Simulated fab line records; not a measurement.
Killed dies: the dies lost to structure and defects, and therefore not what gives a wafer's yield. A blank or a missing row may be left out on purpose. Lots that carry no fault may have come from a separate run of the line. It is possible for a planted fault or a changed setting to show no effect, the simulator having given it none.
Which of the tools did it?	flow n5-finfet	72 wafers from 24 lots sampled at 6 of the route's 1938 steps

== WHAT EACH GAUGE READ, for each wafer ==
N5_BEOL_M10_THK_MEAS_53: measures by xrf. Usual: M10_THK typically reads 139.5 nm, with standard deviation 2.8.
lot	measured	on	M10_THK (nm)	flag
L074	day 10 05:22	film-metro-02	135.8 140.3 136.3	
L075	day 10 12:47	film-metro-02	138.9 138.6 140.6	
L076	day 11 05:23	film-metro-02	138.5 138.9 134.7	
L077	day 11 09:07	film-metro-01	136.8 143.5 143.0	
L078	day 11 09:40	film-metro-01	140.2 140.3 136.2	
L079	day 11 17:18	film-metro-01	141.5 144.1 139.7	
L082	day 12 04:42	film-metro-01	140.0 140.2 143.2	
L080	day 12 05:20	film-metro-01	141.5 140.4 143.6	
L081	day 12 02:49	film-metro-01	140.7 135.4 141.5	
L083	day 12 11:25	film-metro-01	140.2 139.4 137.4	
L086	day 13 11:04	film-metro-02	139.4 136.2 145.0	
L085	day 13 14:50	film-metro-02	146.2 143.0 138.0	
L084	day 13 14:34	film-metro-02	137.3 142.1 138.4	
L087	day 13 18:16	film-metro-01	136.9 139.1 138.8	
L088	day 13 21:02	film-metro-02	141.4 140.2 140.1	
L089	day 14 11:23	film-metro-02	136.7 142.9 139.4	
L090	day 14 11:53	film-metro-01	136.2 142.5 137.0	
L092	day 14 18:50	film-metro-01	140.8 138.1 136.9	
L091	day 14 21:56	film-metro-01	141.6 138.6 145.6	
L094	day 15 05:01	film-metro-01	143.0 138.8 141.5	
L093	day 15 10:38	film-metro-01	139.1 137.0 142.3	
L096	day 15 21:05	film-metro-02	136.6 139.3 145.9	
L095	day 15 19:14	film-metro-02	137.8 134.7 140.1	
L097	day 16 03:17	film-metro-01	143.6 144.8 140.4	

== WHICH TOOL RAN EACH LOT (tool, then ch and the chambers of the sampled wafers, then the start) ==
lot	N5_BEOL_M10_HM_DEP_02	N5_BEOL_M10_ETCH_65	N5_BEOL_M10_ETCH_66	N5_BEOL_M10_VIA_ETCH_34	N5_BEOL_M10_DEGAS_44
L074	pvd-sputter-01, day 9 22:19	rie-diel-01 ch 0,1,2, day 9 23:54	rie-diel-01 ch 0,1,2, day 9 23:57	rie-diel-01 ch 0,1,2, day 10 00:04	pvd-sputter-03, day 10 01:52
L075	pvd-sputter-02, day 10 07:33	rie-diel-06 ch 0,1,3, day 10 09:43	rie-diel-06 ch 0,1,3, day 10 09:46	rie-diel-06 ch 0,1,3, day 10 09:53	pvd-sputter-03, day 10 10:53
L076	pvd-sputter-03, day 10 23:58	rie-diel-06 ch 0,2,3, day 11 01:54	rie-diel-06 ch 0,2,3, day 11 01:57	rie-diel-06 ch 0,2,3, day 11 02:04	pvd-sputter-03, day 11 04:00
L077	pvd-sputter-01, day 11 03:43	rie-diel-05 ch 0,1, day 11 06:29	rie-diel-05 ch 0,1, day 11 06:32	rie-diel-05 ch 0,1, day 11 06:40	pvd-sputter-02, day 11 07:34
L078	pvd-sputter-03, day 11 03:54	rie-diel-01 ch 1,2,3, day 11 06:41	rie-diel-01 ch 1,2,3, day 11 06:44	rie-diel-01 ch 1,2,3, day 11 06:52	pvd-sputter-02, day 11 07:49
L079	pvd-sputter-02, day 11 07:14	rie-diel-05 ch 0,2,3, day 11 13:32	rie-diel-05 ch 0,2,3, day 11 13:35	rie-diel-05 ch 0,2,3, day 11 13:43	pvd-sputter-02, day 11 15:49
L082	pvd-sputter-01, day 11 20:11	rie-diel-05 ch 0,3, day 12 00:29	rie-diel-05 ch 0,3, day 12 00:32	rie-diel-05 ch 0,3, day 12 00:39	pvd-sputter-01, day 12 01:35
L080	pvd-sputter-01, day 11 20:23	rie-diel-01 ch 1,3, day 12 01:02	rie-diel-01 ch 1,3, day 12 01:05	rie-diel-01 ch 1,3, day 12 01:13	pvd-sputter-02, day 12 03:42
L081	pvd-sputter-01, day 11 20:29	rie-diel-06 ch 1,2, day 12 00:12	rie-diel-06 ch 1,2, day 12 00:15	rie-diel-06 ch 1,2, day 12 00:23	pvd-sputter-03, day 12 01:13
L083	pvd-sputter-03, day 12 04:32	rie-diel-06 ch 1,2, day 12 06:44	rie-diel-06 ch 1,2, day 12 06:47	rie-diel-06 ch 1,2, day 12 06:55	pvd-sputter-02, day 12 08:17
L086	pvd-sputter-02, day 13 03:47	rie-diel-01 ch 0,1,3, day 13 07:59	rie-diel-01 ch 0,1,3, day 13 08:02	rie-diel-01 ch 0,1,3, day 13 08:09	pvd-sputter-02, day 13 09:01
L085	pvd-sputter-01, day 13 08:38	rie-diel-05 ch 0,2,3, day 13 10:16	rie-diel-05 ch 0,2,3, day 13 10:19	rie-diel-05 ch 0,2,3, day 13 10:26	pvd-sputter-01, day 13 12:56
L084	pvd-sputter-01, day 13 08:44	rie-diel-06 ch 0,1,3, day 13 10:46	rie-diel-06 ch 0,1,3, day 13 10:49	rie-diel-06 ch 0,1,3, day 13 10:56	pvd-sputter-01, day 13 13:01
L087	pvd-sputter-03, day 13 13:23	rie-diel-01 ch 0,1,3, day 13 15:22	rie-diel-01 ch 0,1,3, day 13 15:25	rie-diel-01 ch 0,1,3, day 13 15:33	pvd-sputter-01, day 13 16:50
L088	pvd-sputter-03, day 13 13:55	rie-diel-01 ch 0,1,3, day 13 16:28	rie-diel-01 ch 0,1,3, day 13 16:31	rie-diel-01 ch 0,1,3, day 13 16:38	pvd-sputter-01, day 13 17:40
L089	pvd-sputter-02, day 14 05:48	rie-diel-05 ch 0,1,3, day 14 07:57	rie-diel-05 ch 0,1,3, day 14 08:00	rie-diel-05 ch 0,1,3, day 14 08:07	pvd-sputter-01, day 14 09:40
L090	pvd-sputter-02, day 14 05:56	rie-diel-06 ch 0,1,3, day 14 08:10	rie-diel-06 ch 0,1,3, day 14 08:13	rie-diel-06 ch 0,1,3, day 14 08:20	pvd-sputter-01, day 14 09:45
L092	pvd-sputter-03, day 14 13:35	rie-diel-01 ch 0,2,3, day 14 16:11	rie-diel-01 ch 0,2,3, day 14 16:14	rie-diel-01 ch 0,2,3, day 14 16:22	pvd-sputter-02, day 14 17:21
L091	pvd-sputter-02, day 14 16:55	rie-diel-01 ch 0,1,3, day 14 18:29	rie-diel-01 ch 0,1,3, day 14 18:32	rie-diel-01 ch 0,1,3, day 14 18:39	pvd-sputter-02, day 14 19:55
L094	pvd-sputter-01, day 14 20:54	rie-diel-05 ch 0,1,2, day 15 01:44	rie-diel-05 ch 0,1,2, day 15 01:47	rie-diel-05 ch 0,1,2, day 15 01:55	pvd-sputter-01, day 15 03:04
L093	pvd-sputter-02, day 15 04:16	rie-diel-06 ch 0,1,2, day 15 07:13	rie-diel-06 ch 0,1,2, day 15 07:16	rie-diel-06 ch 0,1,2, day 15 07:23	pvd-sputter-01, day 15 08:49
L096	pvd-sputter-01, day 15 13:23	rie-diel-05 ch 1,2,3, day 15 16:50	rie-diel-05 ch 1,2,3, day 15 16:53	rie-diel-05 ch 1,2,3, day 15 17:00	pvd-sputter-01, day 15 18:02
L095	pvd-sputter-01, day 15 13:32	rie-diel-01 ch 0,1,3, day 15 16:26	rie-diel-01 ch 0,1,3, day 15 16:29	rie-diel-01 ch 0,1,3, day 15 16:37	pvd-sputter-01, day 15 17:39
L097	pvd-sputter-03, day 15 20:45	rie-diel-05 ch 0,2,3, day 15 22:30	rie-diel-05 ch 0,2,3, day 15 22:33	rie-diel-05 ch 0,2,3, day 15 22:41	pvd-sputter-03, day 16 01:37
- N5_BEOL_M10_HM_DEP_02: deposits TiN, target thk 20 nm.
- N5_BEOL_M10_ETCH_65: etches SiARC in CF4, target depth 39 nm, time 65 s.
- N5_BEOL_M10_ETCH_66: etches SOC in N2/H2, target depth 120 nm, overetch 24 nm, time 180 s.
- N5_BEOL_M10_VIA_ETCH_34: etches SiCOH lowk in C4F6/O2, target depth 184.5 nm, time 69.2 s.
- N5_BEOL_M10_DEGAS_44: time 60 s.

== WHAT THE TOOLS THEMSELVES READ (means of the sampled wafers that have a number; where no wafer has one, the mark that the record gives instead) ==
N5_BEOL_M10_HM_DEP_02. Usual: throttle-valve-pct 29.9 %, standard deviation 1.3.
lot	tool	throttle-valve-pct (%)	flag
L074	pvd-sputter-01	29.1	
L075	pvd-sputter-02	30.9	
L076	pvd-sputter-03	29.3	
L077	pvd-sputter-01	29.5	
L078	pvd-sputter-03	28.6	
L079	pvd-sputter-02	30.9	
L082	pvd-sputter-01	30.8	
L080	pvd-sputter-01	28.3	
L081	pvd-sputter-01	29.6	
L083	pvd-sputter-03	29.4	
L086	pvd-sputter-02	30.9	
L085	pvd-sputter-01	29.2	
L084	pvd-sputter-01	29.1	
L087	pvd-sputter-03	28.6	
L088	pvd-sputter-03	29.4	
L089	pvd-sputter-02	30.8	
L090	pvd-sputter-02	30.9	
L092	pvd-sputter-03	29.2	
L091	pvd-sputter-02	30.7	
L094	pvd-sputter-01	30.9	
L093	pvd-sputter-02	31.0	
L096	pvd-sputter-01	30.4	
L095	pvd-sputter-01	29.1	
L097	pvd-sputter-03	30.2	

N5_BEOL_M10_ETCH_65. Usual: drypump-motor-current-A 5.7 A, standard deviation 0.54; etch-rf-on-time-s 65.3 s, standard deviation 1.2; oes-product-au 0.69 a.u., standard deviation 0.084; rf-vpp-V 184.2 V, standard deviation 1.1; showerhead-plenum-p-Torr 2.15 Torr, standard deviation 0.06; throttle-valve-pct 15.64 %, standard deviation 0.24.
lot	tool	drypump-motor-current-A (A)	etch-rf-on-time-s (s)	oes-product-au (a.u.)	rf-vpp-V (V)	showerhead-plenum-p-Torr (Torr)	throttle-valve-pct (%)	flag
L074	rie-diel-01	5.7	65.4	0.70	183.2	2.13	15.61	
L075	rie-diel-06	5.3	65.1	0.65	184.1	2.12	15.70	
L076	rie-diel-06	5.8	65.3	0.63	183.8	2.14	15.82	
L077	rie-diel-05	6.3	64.8	0.78	183.6	2.15	15.37	
L078	rie-diel-01	5.7	65.1	0.66	184.0	2.17	15.80	
L079	rie-diel-05	5.8	64.8	0.70	184.2	2.19	15.49	
L082	rie-diel-05	6.3	64.6	0.78	184.0	2.15	15.23	
L080	rie-diel-01	5.4	63.3	0.66	183.5	2.16	15.92	
L081	rie-diel-06	5.6	65.7	0.70	184.2	2.16	15.54	
L083	rie-diel-06	6.1	66.3	0.76	184.6	2.17	15.48	
L086	rie-diel-01	5.4	64.6	0.67	183.3	2.12	15.77	
L085	rie-diel-05	5.8	64.4	0.77	184.7	2.18	15.37	
L084	rie-diel-06	5.3	65.4	0.63	183.7	2.11	15.75	
L087	rie-diel-01	5.4	66.8	0.66	184.0	2.11	15.78	
L088	rie-diel-01	5.4	65.0	0.67	183.3	2.11	15.79	
L089	rie-diel-05	6.0	64.4	0.70	184.1	2.19	15.49	
L090	rie-diel-06	5.3	65.0	0.63	183.2	2.11	15.76	
L092	rie-diel-01	5.5	65.4	0.70	184.8	2.15	15.73	
L091	rie-diel-01	5.4	65.5	0.74	184.3	2.11	15.61	
L094	rie-diel-05	5.8	64.6	0.74	183.9	2.17	15.55	
L093	rie-diel-06	5.6	66.3	0.67	183.9	2.13	15.61	
L096	rie-diel-05	5.5	65.3	0.70	184.5	2.21	15.61	
L095	rie-diel-01	5.4	65.8	0.72	183.5	2.11	15.63	
L097	rie-diel-05	5.8	64.9	0.74	184.6	2.17	15.40	

N5_BEOL_M10_ETCH_66. Usual: drypump-motor-current-A 5.7 A, standard deviation 0.54; h2-flow-sccm 200.0 sccm, standard deviation 0.58; oes-product-au 0.65 a.u., standard deviation 0.076; rf-vpp-V 524.3 V, standard deviation 2.2; showerhead-plenum-p-Torr 2.55 Torr, standard deviation 0.077; throttle-valve-pct 17.81 %, standard deviation 0.23.
lot	tool	drypump-motor-current-A (A)	h2-flow-sccm (sccm)	oes-product-au (a.u.)	rf-vpp-V (V)	showerhead-plenum-p-Torr (Torr)	throttle-valve-pct (%)	flag
L074	rie-diel-01	5.7	199.8	0.66	522.7	2.53	17.81	
L075	rie-diel-06	5.3	200.3	0.62	522.7	2.51	17.81	
L076	rie-diel-06	5.8	200.5	0.60	522.7	2.54	17.91	
L077	rie-diel-05	6.3	199.4	0.74	524.0	2.55	17.68	
L078	rie-diel-01	5.7	200.1	0.63	525.3	2.57	18.02	
L079	rie-diel-05	5.8	200.2	0.66	525.9	2.59	17.73	
L082	rie-diel-05	6.3	199.7	0.74	524.8	2.55	17.53	
L080	rie-diel-01	5.4	200.5	0.61	524.6	2.56	18.05	
L081	rie-diel-06	5.7	199.6	0.67	524.1	2.55	17.57	
L083	rie-diel-06	6.1	200.3	0.73	524.8	2.57	17.53	
L086	rie-diel-01	5.4	199.8	0.63	523.2	2.50	17.91	
L085	rie-diel-05	5.8	200.2	0.73	525.7	2.59	17.62	
L084	rie-diel-06	5.3	199.9	0.59	522.5	2.50	17.84	
L087	rie-diel-01	5.5	200.1	0.63	523.3	2.50	17.90	
L088	rie-diel-01	5.4	200.1	0.63	522.6	2.50	17.91	
L089	rie-diel-05	6.0	199.8	0.66	525.8	2.60	17.74	
L090	rie-diel-06	5.3	199.9	0.59	522.8	2.50	17.87	
L092	rie-diel-01	5.5	200.2	0.66	524.5	2.55	17.88	
L091	rie-diel-01	5.5	200.0	0.70	522.8	2.50	17.75	
L094	rie-diel-05	5.8	199.7	0.70	524.6	2.58	17.82	
L093	rie-diel-06	5.6	200.4	0.65	523.0	2.52	17.68	
L096	rie-diel-05	5.5	200.3	0.65	526.1	2.64	17.83	
L095	rie-diel-01	5.4	200.3	0.69	523.6	2.50	17.77	
L097	rie-diel-05	5.8	200.0	0.69	524.3	2.58	17.65	

N5_BEOL_M10_VIA_ETCH_34. Usual: drypump-motor-current-A 5.7 A, standard deviation 0.54; oes_f_703_au 0.80 a.u., standard deviation 0.092; oes-product-au 0.80 a.u., standard deviation 0.098; rf-vpp-V 673 V, standard deviation 9.6; showerhead-plenum-p-Torr 2.87 Torr, standard deviation 0.08; throttle-valve-pct 20.96 %, standard deviation 0.22.
lot	tool	drypump-motor-current-A (A)	oes_f_703_au (a.u.)	oes-product-au (a.u.)	rf-vpp-V (V)	showerhead-plenum-p-Torr (Torr)	throttle-valve-pct (%)	flag
L074	rie-diel-01	5.7	0.82	0.82	672	2.83	20.94	
L075	rie-diel-06	5.3	0.77	0.76	668	2.81	20.91	
L076	rie-diel-06	5.8	0.74	0.73	672	2.83	21.01	
L077	rie-diel-05	6.3	0.90	0.91	675	2.87	20.79	
L078	rie-diel-01	5.8	0.78	0.77	668	2.88	21.10	
L079	rie-diel-05	5.8	0.81	0.82	672	2.92	20.87	
L082	rie-diel-05	6.3	0.89	0.92	666	2.87	20.64	
L080	rie-diel-01	5.5	0.76	0.76	673	2.88	21.25	
L081	rie-diel-06	5.6	0.80	0.81	665	2.87	20.85	
L083	rie-diel-06	6.1	0.88	0.89	671	2.90	20.82	
L086	rie-diel-01	5.4	0.77	0.79	676	2.82	21.11	
L085	rie-diel-05	5.8	0.89	0.90	672	2.91	20.78	
L084	rie-diel-06	5.3	0.75	0.74	666	2.80	20.96	
L087	rie-diel-01	5.4	0.77	0.78	676	2.82	21.11	
L088	rie-diel-01	5.5	0.77	0.77	675	2.82	21.11	
L089	rie-diel-05	6.0	0.80	0.82	675	2.91	20.81	
L090	rie-diel-06	5.3	0.74	0.73	667	2.80	20.98	
L092	rie-diel-01	5.5	0.81	0.81	673	2.86	21.07	
L091	rie-diel-01	5.4	0.86	0.86	675	2.81	20.98	
L094	rie-diel-05	5.8	0.84	0.86	680	2.90	20.96	
L093	rie-diel-06	5.5	0.79	0.79	671	2.83	20.89	
L096	rie-diel-05	5.5	0.80	0.82	680	2.95	20.95	
L095	rie-diel-01	5.4	0.84	0.85	675	2.81	21.00	
L097	rie-diel-05	5.8	0.85	0.87	671	2.90	20.82	

N5_BEOL_M10_DEGAS_44. Usual: heater-power-w 344 W, standard deviation 28.
lot	tool	heater-power-w (W)	flag
L074	pvd-sputter-03	319	
L075	pvd-sputter-03	332	
L076	pvd-sputter-03	323	
L077	pvd-sputter-02	355	
L078	pvd-sputter-02	347	
L079	pvd-sputter-02	359	
L082	pvd-sputter-01	358	
L080	pvd-sputter-02	354	
L081	pvd-sputter-03	324	
L083	pvd-sputter-02	351	
L086	pvd-sputter-02	353	
L085	pvd-sputter-01	325	
L084	pvd-sputter-01	338	
L087	pvd-sputter-01	351	
L088	pvd-sputter-01	350	
L089	pvd-sputter-01	354	
L090	pvd-sputter-01	357	
L092	pvd-sputter-02	339	
L091	pvd-sputter-02	359	
L094	pvd-sputter-01	357	
L093	pvd-sputter-01	348	
L096	pvd-sputter-01	300	
L095	pvd-sputter-01	331	
L097	pvd-sputter-03	316	

== THE ANSWER, worked out from the rows above alone ==
Rule: a lot is off if the mean of its wafers that have a number lies more than 3 standard deviations from the usual mean. A lot without any number at a reading at which 4 lots or more have one is off too. Any other lot the step has rows for is counted as sound. Order of review: gauges by route order, followed by the tools' own readings, for which a lot's mean as printed above is used. At the first step where some lot is off, the reading lying furthest off is the one used; lots without a number count as furthest.
Across all readings shown, no lot is off: no conclusion can be drawn from this.

== WHAT THE SIMULATOR PUT IN ==
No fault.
